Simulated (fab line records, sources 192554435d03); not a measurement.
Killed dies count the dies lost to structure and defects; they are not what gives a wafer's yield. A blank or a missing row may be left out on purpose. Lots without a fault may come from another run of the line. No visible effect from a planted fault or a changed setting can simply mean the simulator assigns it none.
fab line records | flow n5-finfet
[record] lots = 7 | wafers = 21 | last-day = 19
route steps=1938 shown BEOL_M9@1419 PASSIVATION@1936
lots untouched by any fault: they come from a run of this same line in which no faults occurred
start-h: hours from the record's opening day to when the first of the lot's shown wafers began | wait-h: hours since the lot's step before | " identical to the entry in the row above | L1.1+2: a row that stands for several wafers | - either no value or no given start | * or withheld: withheld | < > ~ a bound
route shown NAME@n: names a module that has steps shown in the file, with the first one's number in the route | usual: mean and standard deviation over wafers with no fault | same: alike in all rows | chamber/n: place in a boat | sites: readings site by site | _std_site: standard deviation across them | _edge_site: the outer-site mean with the inner-site mean subtracted | radius-mm: for every site, how far away it sits from the centre of the wafer | mask NAME#n: copy n | behind: the tool/chamber that last shaped the wafer | hold: reason for holding the lot/hours on hold/outcome of the hold | device: the n, p or np transistor that did not switch | end of line: at the end of the route, the tests of the same wafers | a step with no rows: only its recipe | killed: at the first sort, the dies lost to defects and structure; wafer yield is something else | map: shows each die of a wafer: x if killed, . if not, _ if none is there
set.NAME: the setting the step ran with; set.NAME@STEP: the setting that earlier step ran with | model.NAME: the simulator's own value behind a step, which no gauge read
lots at some steps of the route; a table a step, a row a wafer
services: the hour from which a tool's chamber was out of use, counted from the record's first day as start-h (under 0 if before that day), plus the number of hours and why
[[steps]]
[step N5_BEOL_M9_ETCH_62]
[recipe] chemistry = N2/H2 | target = SOC | target-depth-a = 1100 | overetch-a = 220 | mask-material = SiARC | temp-c = 40 | time-s = 165 | ion-energy-ev = 200 | pressure-mtorr = 30 | source-w = 840 | bias-w = 150 | n2-flow-sccm = 200 | h2-flow-sccm = 200
[usual] drypump-motor-current-A = 5.5/0.52 | oes-product-au = 0.66/0.066 | rf-vpp-V = 524.0/2.8 | showerhead-plenum-p-Torr = 2.54/0.099 | throttle-valve-pct = 17.88/0.25
lot.wafer | tool        | chamber | start-h | wait-h | drypump-motor-current-A | oes-product-au | rf-hours-counter-h | rf-vpp-V | showerhead-plenum-p-Torr | throttle-valve-pct
L952.2    | rie-diel-03 | 3       | 264.73  | 0.0    | 6.3                     | 0.76           | 31                 | 523.1    | 2.47                     | 17.84
L952.4    | "           | 0       | "       | "      | 4.9                     | 0.63           | 185                | 519.6    | 2.43                     | 18.18
L952.6    | "           | 0       | "       | "      | 4.9                     | 0.64           | -                  | 520.9    | 2.43                     | 18.17
L954.2    | rie-diel-04 | 2       | 270.26  | 0.0    | 5.1                     | 0.59           | 217                | 519.5    | 2.40                     | 17.80
L954.3    | "           | 3       | "       | "      | 4.9                     | 0.62           | 189                | 526.4    | 2.62                     | 18.00
L954.6    | "           | 3       | "       | "      | 4.9                     | 0.62           | -                  | 525.9    | 2.62                     | 17.98
L958.2    | rie-diel-05 | 1       | 308.04  | 0.0    | 5.6                     | 0.68           | 92                 | 527.8    | 2.67                     | 17.90
L958.4    | "           | 2       | "       | "      | 5.0                     | 0.74           | 50                 | 527.6    | 2.68                     | 17.87
L958.6    | "           | 3       | "       | "      | 6.2                     | 0.70           | -                  | 522.0    | 2.45                     | 17.50
L961.2    | rie-diel-05 | 0       | 308.33  | 0.0    | 5.7                     | 0.67           | 102                | 525.4    | 2.68                     | 17.74
L961.3    | "           | 1       | "       | "      | 5.6                     | 0.68           | 92                 | 527.7    | 2.67                     | 17.92
L961.5    | "           | 1       | "       | "      | 5.6                     | 0.67           | -                  | 527.4    | 2.67                     | 17.90
L963.1    | rie-diel-03 | 0       | 320.25  | 0.0    | 4.9                     | 0.62           | 201                | 520.9    | 2.42                     | 18.21
L963.3    | "           | 1       | "       | "      | 6.1                     | 0.59           | 206                | 523.3    | 2.52                     | 18.11
L963.4    | "           | 2       | "       | "      | 6.1                     | 0.75           | 25                 | 524.8    | 2.59                     | 17.41
L966.1    | rie-diel-04 | 1       | 362.98  | 0.0    | 4.9                     | 0.60           | 209                | 525.8    | 2.62                     | 18.31
L966.2    | "           | 0       | "       | "      | 5.3                     | 0.60           | 208                | 521.8    | 2.53                     | 17.69
L966.4    | "           | 1       | "       | "      | 4.9                     | 0.61           | -                  | 526.3    | 2.62                     | 18.33
L969.1    | rie-diel-04 | 1       | 382.87  | 0.0    | 4.9                     | 0.60           | 215                | 525.5    | 2.62                     | 18.33
L969.2    | "           | 0       | "       | "      | 5.3                     | 0.59           | 214                | 522.9    | 2.53                     | 17.70
L969.6    | "           | 0       | "       | "      | 5.3                     | 0.59           | -                  | 523.2    | 2.52                     | 17.70
[step N5_BEOL_M9_STRIP_68]
[recipe] chemistry = N2/H2 | temp-c = 40 | n2-flow-sccm = 200 | h2-flow-sccm = 200 | rf-frequency-hz = 6e+07
[step N5_BEOL_M9_STRIP_67]
[recipe] chemistry = CF4 | resist = SiARC | power-w = 300 | bias-power-w = 75 | pressure-mtorr = 50 | cf4-flow-sccm = 150 | rf-frequency-hz = 6e+07
[usual] cf4-flow-sccm = 150.0/0.46 | drypump-motor-current-A = 5.5/0.52 | oes-product-au = 0.77/0.078 | rf-vpp-V = 271.3/1.6 | showerhead-plenum-p-Torr = 1.80/0.067 | throttle-valve-pct = 13.71/0.22
lot.wafer | tool        | chamber | start-h | wait-h | cf4-flow-sccm | drypump-motor-current-A | oes-product-au | rf-hours-counter-h | rf-vpp-V | showerhead-plenum-p-Torr | throttle-valve-pct
L952.2    | rie-diel-03 | 3       | 264.87  | 0.0    | 150.3         | 6.3                     | 0.90           | 31                 | 270.6    | 1.75                     | 13.63
L952.4    | "           | 0       | "       | "      | 149.7         | 4.9                     | 0.74           | 185                | 270.2    | 1.70                     | 13.89
L952.6    | "           | 0       | "       | "      | 150.3         | 4.9                     | 0.74           | -                  | 269.8    | 1.70                     | 13.89
L954.2    | rie-diel-04 | 2       | 270.40  | 0.0    | 149.7         | 5.1                     | 0.71           | 217                | 269.3    | 1.72                     | 13.81
L954.3    | "           | 3       | "       | "      | 149.5         | 4.9                     | 0.74           | 190                | 273.0    | 1.84                     | 13.76
L954.6    | "           | 3       | "       | "      | 150.3         | 4.9                     | 0.73           | -                  | 271.4    | 1.84                     | 13.73
L958.2    | rie-diel-05 | 1       | 308.19  | 0.0    | 149.6         | 5.6                     | 0.80           | 92                 | 273.4    | 1.90                     | 13.83
L958.4    | "           | 2       | "       | "      | 150.4         | 5.0                     | 0.87           | 50                 | 273.9    | 1.90                     | 13.67
L958.6    | "           | 3       | "       | "      | 150.2         | 6.2                     | 0.83           | -                  | 269.8    | 1.75                     | 13.33
L961.2    | rie-diel-05 | 0       | 308.48  | 0.0    | 150.4         | 5.8                     | 0.80           | 102                | 274.6    | 1.89                     | 13.62
L961.3    | "           | 1       | "       | "      | 149.4         | 5.6                     | 0.80           | 92                 | 273.4    | 1.90                     | 13.83
L961.5    | "           | 1       | "       | "      | 150.2         | 5.6                     | 0.80           | -                  | 272.9    | 1.90                     | 13.82
L963.1    | rie-diel-03 | 0       | 320.40  | 0.0    | 150.3         | 4.9                     | 0.73           | 201                | 268.9    | 1.70                     | 13.92
L963.3    | "           | 1       | "       | "      | 150.1         | 6.1                     | 0.69           | 206                | 270.5    | 1.79                     | 13.95
L963.4    | "           | 2       | "       | "      | 150.9         | 6.1                     | 0.89           | 25                 | 272.0    | 1.85                     | 13.31
L966.1    | rie-diel-04 | 1       | 363.12  | 0.0    | 150.3         | 4.9                     | 0.71           | 209                | 271.2    | 1.85                     | 14.06
L966.2    | "           | 0       | "       | "      | 149.8         | 5.3                     | 0.70           | 208                | 270.9    | 1.79                     | 13.54
L966.4    | "           | 1       | "       | "      | 150.5         | 4.9                     | 0.71           | -                  | 272.6    | 1.85                     | 14.06
L969.1    | rie-diel-04 | 1       | 383.01  | 0.0    | 150.2         | 4.9                     | 0.70           | 215                | 273.5    | 1.85                     | 14.08
L969.2    | "           | 0       | "       | "      | 150.3         | 5.3                     | 0.70           | 214                | 270.7    | 1.78                     | 13.59
L969.6    | "           | 0       | "       | "      | 150.2         | 5.3                     | 0.70           | -                  | 269.8    | 1.78                     | 13.59
[step N5_BEOL_M9_HM_OPEN_17]
[recipe] chemistry = Cl2/BCl3 | target-depth-a = 200 | overetch-a = 60 | target = TiN | mask-material = SOC | ion-energy-ev = 150 | pressure-mtorr = 10 | icp-w = 1000 | bias-w = 126 | Cl2_flow_sccm = 53.25 | bcl3-flow-sccm = 21.75 | Ar_flow_sccm = 25
[usual] drypump-motor-current-A = 6.0/0.5 | he-backside-leak-sccm = 3.46/0.2 | oes-product-au = 0.64/0.055 | throttle-valve-pct = 22.08/0.21
lot.wafer | tool         | chamber | start-h | wait-h | drypump-motor-current-A | he-backside-leak-sccm | oes-product-au | rf-hours-counter-h | throttle-valve-pct
L952.2    | rie-metal-03 | 0       | 264.91  | 0.0    | 5.0                     | 3.31                  | 0.60           | 83                 | 21.87
L952.4    | "            | 1       | "       | "      | 5.2                     | 3.53                  | 0.56           | -                  | 22.08
L952.6    | "            | 0       | "       | "      | 5.0                     | 3.43                  | 0.60           | -                  | 21.88
L954.2    | rie-metal-02 | 1       | 270.48  | 0.1    | 6.3                     | 3.34                  | 0.68           | -                  | 21.85
L954.3    | "            | 1       | "       | "      | 6.3                     | 3.18                  | 0.68           | -                  | 21.82
L954.6    | "            | 1       | "       | "      | 6.3                     | 3.33                  | 0.67           | -                  | 21.82
L958.2    | rie-metal-01 | 0       | 308.23  | 0.0    | 6.2                     | 3.33                  | 0.64           | 59                 | 22.11
L958.4    | "            | 0       | "       | "      | 6.2                     | 3.33                  | 0.64           | -                  | 22.10
L958.6    | "            | 1       | "       | "      | 5.6                     | 3.36                  | 0.73           | -                  | 22.36
L961.2    | rie-metal-01 | 0       | 308.52  | 0.0    | 6.2                     | 3.47                  | 0.63           | 59                 | 22.11
L961.3    | "            | 1       | "       | "      | 5.6                     | 3.32                  | 0.71           | -                  | 22.37
L961.5    | "            | 0       | "       | "      | 6.2                     | 3.44                  | 0.63           | -                  | 22.13
L963.1    | rie-metal-01 | 0       | 320.44  | 0.0    | 6.2                     | 3.27                  | 0.64           | 60                 | 22.11
L963.3    | "            | 0       | "       | "      | 6.2                     | 3.50                  | 0.64           | -                  | 22.11
L963.4    | "            | 0       | "       | "      | 6.2                     | 3.41                  | 0.64           | -                  | 22.11
L966.1    | rie-metal-02 | 0       | 363.16  | 0.0    | 6.4                     | 3.60                  | 0.58           | 83                 | 22.31
L966.2    | "            | 1       | "       | "      | 6.3                     | 3.35                  | 0.66           | 50                 | 21.84
L966.4    | "            | 0       | "       | "      | 6.5                     | 3.59                  | 0.57           | -                  | 22.33
L969.1    | rie-metal-01 | 1       | 383.05  | 0.0    | 5.6                     | 3.35                  | 0.70           | 26                 | 22.38
L969.2    | "            | 0       | "       | "      | 6.2                     | 3.60                  | 0.61           | 67                 | 22.15
L969.6    | "            | 1       | "       | "      | 5.6                     | 3.29                  | 0.69           | -                  | 22.39
[step N5_BEOL_M9_STRIP_19]
[recipe] chemistry = O2 | power-w = 400 | temp-c = 40 | pressure-mtorr = 30 | rf-frequency-hz = 6e+07 | bias-power-w = 0 | overash-fraction = 0.2 | o2-flow-sccm = 225
[usual] drypump-motor-current-A = 5.6/0.53 | oes-product-au = 0.79/0.082 | rf-vpp-V = 3.6/0.6 | showerhead-plenum-p-Torr = 2.11/0.081 | throttle-valve-pct = 16.77/0.21
lot.wafer | tool        | chamber | start-h | wait-h | drypump-motor-current-A | oes-product-au | rf-hours-counter-h | rf-vpp-V | showerhead-plenum-p-Torr | throttle-valve-pct
L952.2    | rie-diel-04 | 2       | 265.13  | 0.2    | 5.1                     | 0.69           | 215                | 3.0      | 1.99                     | 16.76
L952.4    | "           | 0       | "       | "      | 5.3                     | 0.73           | 177                | 4.5      | 2.09                     | 16.52
L952.6    | "           | 2       | "       | "      | 5.1                     | 0.69           | -                  | 3.6      | 1.99                     | 16.76
L954.2    | rie-diel-03 | 2       | 270.65  | 0.1    | 6.1                     | 0.96           | 11                 | 4.5      | 2.15                     | 16.33
L954.3    | "           | 3       | "       | "      | 6.3                     | 0.90           | 32                 | 4.0      | 2.06                     | 16.84
L954.6    | "           | 0       | "       | "      | 4.9                     | 0.74           | -                  | 4.1      | 2.01                     | 17.06
L958.2    | rie-diel-03 | 1       | 308.45  | 0.2    | 6.0                     | 0.69           | 202                | 3.1      | 2.09                     | 16.99
L958.4    | "           | 0       | "       | "      | 4.9                     | 0.73           | 197                | 2.6      | 2.01                     | 17.08
L958.6    | "           | 0       | "       | "      | 4.9                     | 0.73           | -                  | 3.8      | 2.01                     | 17.11
L961.2    | rie-diel-05 | 0       | 308.63  | 0.1    | 5.8                     | 0.81           | 102                | 3.4      | 2.22                     | 16.73
L961.3    | "           | 3       | "       | "      | 6.1                     | 0.85           | 67                 | 3.4      | 2.05                     | 16.47
L961.5    | "           | 3       | "       | "      | 6.1                     | 0.84           | -                  | 4.4      | 2.05                     | 16.48
L963.1    | rie-diel-03 | 2       | 320.75  | 0.3    | 6.2                     | 0.90           | 26                 | 2.8      | 2.15                     | 16.36
L963.3    | "           | 0       | "       | "      | 4.9                     | 0.73           | 201                | 3.4      | 2.00                     | 17.10
L963.4    | "           | 3       | "       | "      | 6.3                     | 0.87           | 47                 | 4.5      | 2.05                     | 16.86
L966.1    | rie-diel-05 | 2       | 363.28  | 0.1    | 5.0                     | 0.87           | 65                 | 4.3      | 2.22                     | 16.80
L966.2    | "           | 3       | "       | "      | 6.1                     | 0.81           | 83                 | 3.6      | 2.04                     | 16.50
L966.4    | "           | 0       | "       | "      | 5.8                     | 0.79           | 118                | 3.4      | 2.22                     | 16.76
L969.1    | rie-diel-05 | 1       | 383.17  | 0.1    | 5.6                     | 0.78           | 112                | 3.0      | 2.21                     | 16.93
L969.2    | "           | 3       | "       | "      | 6.1                     | 0.81           | 87                 | 3.1      | 2.04                     | 16.50
L969.6    | "           | 3       | "       | "      | 6.1                     | 0.81           | -                  | 3.6      | 2.04                     | 16.50
[step N5_BEOL_M9_CD_MEAS_18]
[recipe] pitch-nm = 140 | target-cd-nm = 70
[usual] cd-nm = 70.1/0.7
lot.wafer | tool      | chamber | start-h | wait-h | cd-nm
L952.2    | cd-sem-01 | -       | 265.20  | 0.1    | 70.2
L952.4    | "         | -       | "       | "      | 70.1
L952.6    | "         | -       | "       | "      | 69.6
L954.2    | cd-sem-03 | -       | 270.72  | 0.1    | 70.8
L954.3    | "         | -       | "       | "      | 69.5
L954.6    | "         | -       | "       | "      | 69.8
L958.2    | cd-sem-02 | -       | 308.52  | 0.1    | 71.2
L958.4    | "         | -       | "       | "      | 70.4
L958.6    | "         | -       | "       | "      | 70.3
L961.2    | cd-sem-01 | -       | 308.70  | 0.1    | 69.3
L961.3    | "         | -       | "       | "      | 70.3
L961.5    | "         | -       | "       | "      | 71.0
L963.1    | cd-sem-03 | -       | 320.82  | 0.0    | 69.5
L963.3    | "         | -       | "       | "      | 70.3
L963.4    | "         | -       | "       | "      | 69.7
L966.1    | cd-sem-02 | -       | 363.35  | 0.1    | 69.8
L966.2    | "         | -       | "       | "      | 69.7
L966.4    | "         | -       | "       | "      | 69.2
L969.1    | cd-sem-02 | -       | 383.24  | 0.0    | 70.6
L969.2    | "         | -       | "       | "      | 70.5
L969.6    | "         | -       | "       | "      | 69.3
[step N5_BEOL_M9_COAT_63]
[recipe] resist = SOC | temp-c = 250 | time-s = 60 | spin-rpm = 1500 | resist-thk-nm = 60
[step N5_BEOL_M9_COAT_64]
[recipe] resist = SiARC | temp-c = 220 | time-s = 60 | spin-rpm = 1500 | resist-thk-nm = 12
[step N5_BEOL_M9_COAT_75]
[recipe] resist = underlayer | temp-c = 205 | time-s = 60 | spin-rpm = 1500 | resist-thk-nm = 5
[step N5_BEOL_M9_COAT_22]
[recipe] resist = CAR-EUV | spin-rpm = 1500 | resist-thk-nm = 30
[step N5_BEOL_M9_EBR_24]
[recipe] solvent = PGMEA | ebr-width-mm = 1.5
[step N5_BEOL_M9_SOFTBAKE_23]
[recipe] temp-c = 110 | time-s = 60 | resist = CAR-EUV
[step N5_BEOL_M9_EXPOSE_25]
[recipe] mask-id = V8 | na = 0.33 | source-shape = annular | sigma-inner = 0.4 | sigma-outer = 0.8 | polarization = unpolarized | dose-mj = 37.25
[usual] exposure-dose-mJ-cm2 = 37.18/0.055
[same] sigma-outer = 0.8
lot.wafer | tool           | chamber | start-h | wait-h | mask | exposure-dose-mJ-cm2
L952.2    | euv-scanner-01 | 0       | 268.49  | -      | V8#0 | 37.16
L952.4    | "              | 0       | "       | "      | V8#0 | 37.24
L952.6    | "              | 0       | "       | "      | V8#0 | 37.21
L954.2    | euv-scanner-02 | 0       | 273.24  | -      | V8#0 | 37.10
L954.3    | "              | 0       | "       | "      | V8#0 | 37.09
L954.6    | "              | 0       | "       | "      | V8#0 | 37.19
L961.2    | euv-scanner-01 | 0       | 309.31  | -      | V8#0 | 40.98
L961.3    | "              | 0       | "       | "      | V8#0 | 41.03
L961.5    | "              | 0       | "       | "      | V8#0 | 40.97
L958.2    | euv-scanner-01 | 0       | 309.39  | -      | V8#0 | 40.96
L958.4    | "              | 0       | "       | "      | V8#0 | 40.96
L958.6    | "              | 0       | "       | "      | V8#0 | 41.01
L963.1    | euv-scanner-01 | 0       | 322.92  | -      | V8#0 | 39.58
L963.3    | "              | 0       | "       | "      | V8#0 | 39.59
L963.4    | "              | 0       | "       | "      | V8#0 | 39.57
L966.1    | euv-scanner-02 | 0       | 364.20  | -      | V8#0 | 37.16
L966.2    | "              | 0       | "       | "      | V8#0 | 37.18
L966.4    | "              | 0       | "       | "      | V8#0 | 37.19
L969.1    | euv-scanner-02 | 0       | 384.63  | -      | V8#0 | 37.09
L969.2    | "              | 0       | "       | "      | V8#0 | 37.07
L969.6    | "              | 0       | "       | "      | V8#0 | 37.12
[step N5_BEOL_M9_PEB_26]
[recipe] peb-temp-c = 100 | peb-time-s = 60 | resist = CAR-EUV
[step N5_BEOL_M9_DEVELOP_27]
[recipe] develop-time-s = 30 | developer = TMAH | resist = CAR-EUV | rinse-liquid = surfactant-rinse | dry = air-spin | dev-temp-c = 23
[step N5_BEOL_M9_CD_MEAS_28]
[recipe] target-cd-nm = 70 | landing-energy-ev = 500 | detector = se-inlens | polarity = opening
[usual] cd-nm = 69.93/0.27
[same] landing-energy-ev = 500
lot.wafer | tool      | chamber | start-h | wait-h | cd-nm
L952.2    | cd-sem-01 | 0       | 268.62  | -      | 69.91
L952.4    | "         | 0       | "       | "      | 69.98
L952.6    | "         | 0       | "       | "      | 69.82
L954.2    | cd-sem-03 | 0       | 273.37  | -      | 69.89
L954.3    | "         | 0       | "       | "      | 69.96
L954.6    | "         | 0       | "       | "      | 70.26
L961.2    | cd-sem-03 | 0       | 309.43  | -      | 72.01
L961.3    | "         | 0       | "       | "      | 72.39
L961.5    | "         | 0       | "       | "      | 72.09
L958.2    | cd-sem-02 | 0       | 309.51  | -      | 72.39
L958.4    | "         | 0       | "       | "      | 71.68
L958.6    | "         | 0       | "       | "      | 72.12
L963.1    | cd-sem-02 | 0       | 323.05  | -      | 71.53
L963.3    | "         | 0       | "       | "      | 71.92
L963.4    | "         | 0       | "       | "      | 71.40
L966.1    | cd-sem-03 | 0       | 364.33  | -      | 69.75
L966.2    | "         | 0       | "       | "      | 69.53
L966.4    | "         | 0       | "       | "      | 70.15
L969.1    | cd-sem-01 | 0       | 384.76  | -      | 69.99
L969.2    | "         | 0       | "       | "      | 70.41
L969.6    | "         | 0       | "       | "      | 69.71
[step N5_BEOL_M9_OVL_MEAS_29]
[recipe] points-per-wafer = 522
[usual] V8_OVL = 0.0/0.64
lot.wafer | tool       | chamber | start-h | wait-h | V8_OVL[nm]
L952.2    | overlay-02 | 0       | 268.65  | 0.0    | 0.7
L952.4    | "          | 0       | "       | "      | 0.5
L952.6    | "          | 0       | "       | "      | 0.8
L954.2    | overlay-01 | 0       | 273.40  | 0.0    | 0.4
L954.3    | "          | 0       | "       | "      | -0.6
L954.6    | "          | 0       | "       | "      | -0.1
L961.2    | overlay-01 | 0       | 309.47  | 0.0    | -0.2
L961.3    | "          | 0       | "       | "      | -1.1
L961.5    | "          | 0       | "       | "      | -0.7
L958.2    | overlay-02 | 0       | 309.54  | 0.0    | 1.3
L958.4    | "          | 0       | "       | "      | -0.2
L958.6    | "          | 0       | "       | "      | 0.0
L963.1    | overlay-01 | 0       | 323.08  | 0.0    | -0.6
L963.3    | "          | 0       | "       | "      | -1.1
L963.4    | "          | 0       | "       | "      | -0.5
L966.1    | overlay-02 | 0       | 364.36  | 0.0    | 0.1
L966.2    | "          | 0       | "       | "      | 0.1
L966.4    | "          | 0       | "       | "      | -0.1
L969.1    | overlay-01 | 0       | 384.79  | 0.0    | -0.4
L969.2    | "          | 0       | "       | "      | 0.0
L969.6    | "          | 0       | "       | "      | 0.4
[step N5_PASSIVATION_PROBE_49]
[usual] defect-limited-yield = 91.4/1.5 | killed_at_M0_to_M3 = 35/12 | killed_at_M4_up = 13/5.8 | killed-at-contacts = 12/5.5 | killed-at-front-end = 36/9.9 | killed-at-other = 4/3.7 | killed-dies = 101/18 | killed-open = 66/13 | killed-short = 33/8 | sort_bin_5_function = 5.0/1 | sort_bin_6_memory = 3.2/0.67 | sort_bin_8_speed = 0.00/0.0099 | sort-n-pass = 1079/18 | sort-yield-pct = 91.4/1.5
[same] gross-dies = 1180 | killed-at-back-side = 0 | sort_bin_4_leakage[%] = 0
lot.wafer | tool      | chamber | start-h | wait-h | defect-limited-yield[%] | killed_at_M0_to_M3 | killed_at_M4_up | killed-at-contacts | killed-at-front-end | killed-at-other | killed-dies | killed-open | killed-short | sort_bin_5_function[%] | sort_bin_6_memory[%] | sort_bin_8_speed[%] | sort-n-pass | sort-yield-pct[%]
L961.2    | prober-02 | -       | 371.62  | 0.1    | 91.2                    | 57                 | 24              | 3                  | 16                  | 4               | 104         | 71          | 33           | 4.5                    | 3.9                  | 0                   | 1076        | 91.2
L961.3    | prober-02 | -       | 371.67  | 0.1    | 89.7                    | 52                 | 12              | 7                  | 44                  | 6               | 121         | 77          | 34           | 6.0                    | 3.4                  | 0                   | 1059        | 89.7
L961.5    | prober-02 | -       | 371.77  | 0.2    | 91.9                    | 53                 | 12              | 2                  | 21                  | 8               | 96          | 61          | 34           | 3.9                    | 3.9                  | 0                   | 1084        | 91.9
// killed by level:class
L961.2 BEOL_M1:geometric-particle:open=12 BEOL_M0_SAQP:geometric-particle:short=11 BEOL_M4:geometric-particle:open=10 BEOL_M0_SAQP:geometric-particle:open=9 BEOL_M2:geometric-particle:open=9 BEOL_M3:geometric-particle:open=8 BEOL_M5:geometric-particle:open=6 GATE_CUT:geometric-particle:short=5
L961.3 BEOL_M1:geometric-particle:open=12 DUMMY_GATE:geometric-particle:open=9 BEOL_M0_SAQP:geometric-particle:open=9 HKMG_FIN:area-etch=9 BEOL_M2:geometric-particle:open=8 FIN_SAQP:geometric-particle:open=7 BEOL_M3:geometric-particle:open=6 MOL_CONTACT_COAG:geometric-particle:open=5
L961.5 BEOL_M0_SAQP:geometric-particle:short=16 BEOL_M0_SAQP:geometric-particle:open=15 BEOL_M1:geometric-particle:open=12 BEOL_M5:geometric-particle:open=7 STARTING-WAFER:geometric-particle:short=5 PASS1_CAP:geometric-particle:open=4 FIN_SAQP:geometric-particle:short=3 FIN_CUT:geometric-particle:open=3
[[services]]
tool           | chamber | start-h | hours | kind
euv-scanner-01 | -       | 245.35  | 0.8   | repair
rie-metal-01   | 1       | 248.75  | 2.4   | repair
rie-diel-05    | 3       | 251.62  | 3.5   | repair
rie-metal-01   | -       | 253.60  | 2.8   | pm
rie-diel-03    | -       | 253.91  | 0.7   | repair
rie-metal-02   | 0       | 263.05  | 10.3  | repair
rie-metal-02   | -       | 267.25  | 1.4   | pm
euv-scanner-01 | -       | 279.11  | 1.0   | pm
euv-scanner-02 | -       | 284.83  | 1.0   | pm
euv-scanner-02 | -       | 293.37  | 0.6   | repair
euv-scanner-02 | -       | 308.93  | 2.1   | repair
rie-diel-04    | 3       | 309.13  | 11.7  | repair
euv-scanner-02 | -       | 312.83  | 4.6   | pm
rie-metal-01   | 1       | 315.86  | 8.9   | repair
euv-scanner-01 | -       | 317.43  | 4.6   | pm
rie-diel-04    | 1       | 326.22  | 4.5   | repair
euv-scanner-01 | -       | 335.27  | 1.0   | pm
euv-scanner-02 | -       | 340.95  | 1.0   | pm
rie-diel-04    | 3       | 358.52  | 5.5   | repair
rie-diel-04    | 2       | 371.62  | -     | clean
rie-diel-04    | 2       | 371.62  | -     | consumable-replace:focus-ring
rie-diel-04    | 2       | 371.62  | -     | consumable-replace:showerhead
rie-diel-04    | 2       | 371.62  | 24.5  | scheduled-down
rie-diel-04    | 2       | 371.62  | 24.5  | vent-cycle
[[key]]
[first-sign] step = N5_BEOL_M9_EXPOSE_25 | reading = exposure-dose-mJ-cm2 | direction = up | sigmas = 61 | usual = 37.18 | struck = 40.52
[effect] step = N5_BEOL_M9_CD_MEAS_28 | reading = cd-nm | direction = up | sigmas = 7.5 | usual = 69.93 | struck = 71.95 | through = control-loop
met-at N5_BEOL_M9_EXPOSE_25
struck-wafers L958.2,L958.4,L958.6,L961.2,L961.3,L961.5,L963.1,L963.3,L963.4
[loop-trim] step = N5_BEOL_M9_EXPOSE_25 | setting = dose | lots = L963
[fault] kind = process-parameter-drift | tool = euv-scanner-01 | chamber = - | onset-h = 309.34 | steps = N5_BEOL_M9_EXPOSE_25 | channel = dose-mj | offset = 3.7438 | shape = step | acts-in = these-recipes-only | stated = 37.25
// loop-trim: a control loop set the setting to another value than it would have without faults
